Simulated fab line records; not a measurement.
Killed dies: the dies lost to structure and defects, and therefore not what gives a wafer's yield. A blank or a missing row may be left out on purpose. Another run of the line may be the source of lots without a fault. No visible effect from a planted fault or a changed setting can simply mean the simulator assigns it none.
What tool caused it? + flow nand_harc + 18 wafers from 6 lots sampled at 2 of the route's 1302 steps

== WHAT THE GAUGES READ, wafer by wafer ==
NHARC_P_ZERO_WELL_INSPECT_43.
| lot  | measured     | on                | raw_defect_count |
|------|--------------|-------------------|------------------|
| L939 | day 2 13:20  | defect_inspect-01 | 14 28 15         |
| L943 | day 4 05:56  | defect_inspect-01 | 8 8 13           |
| L945 | day 5 01:40  | defect_inspect-01 | 7 8 10           |
| L953 | day 8 09:34  | defect_inspect-02 | 1449 1435 1474   |
| L958 | day 10 13:02 | defect_inspect-01 | 20 13 8          |
| L960 | day 11 07:44 | defect_inspect-02 | 10 10 13         |

== WHICH TOOL RAN EACH LOT (tool, then ch and the chambers of the sampled wafers, then the start) ==
| lot  | NHARC_P_ZERO_WELL_PRECLEAN_68       |
|------|-------------------------------------|
| L939 | wet_bench-06 ch 2,4,5, day 2 12:16  |
| L943 | wet_bench-06 ch 2,4,6, day 4 04:52  |
| L945 | wet_bench-01 ch 2,6,7, day 5 00:37  |
| L953 | wet_bench-06 ch 0,2,7, day 8 08:31  |
| L958 | wet_bench-01 ch 1,4,5, day 10 11:58 |
| L960 | wet_bench-01 ch 1,2,6, day 11 06:40 |
- NHARC_P_ZERO_WELL_PRECLEAN_68: cleans in SC1, time 60 s.

== THE ANSWER, worked out from the rows above alone ==
Rule: the lots themselves supply what counts as usual. Put in order of their means at a reading, lots are off if they are a third of the lots or fewer, leave a main group of 4 or more, and stand apart from it by a gap of 3 or more times the standard deviation of the main group's means; of several such gaps the widest counts. Not used: any main group whose means are identical at the precision the tables above print for the reading. Also off: a lot with no number at a reading for which 4 or more lots have one. The other lots that the step has rows for count as sound.
Off: L953, at NHARC_P_ZERO_WELL_INSPECT_43 (raw_defect_count). Mean 12 and standard deviation 3.8 in the main group.
If a tool, at a process step before that reading, ran all the lots that are off and no sound lot after the first of them, it fits. Gauges at NHARC_P_ZERO_WELL_INSPECT_43: tried the same way as those tools. One fits: wet_bench-06 at NHARC_P_ZERO_WELL_PRECLEAN_68. Its last sound lot is L943 (day 4 04:52), its first lot that is off L953 (day 8 08:31): a fault that began between those two fits.

== WHAT HAD BEEN PUT IN BY THE SIMULATOR ==
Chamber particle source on wet_bench-06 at NHARC_P_ZERO_WELL_PRECLEAN_68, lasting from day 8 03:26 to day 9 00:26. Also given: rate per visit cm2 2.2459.
Struck lots among those shown: L953. Same finding as the rule above.
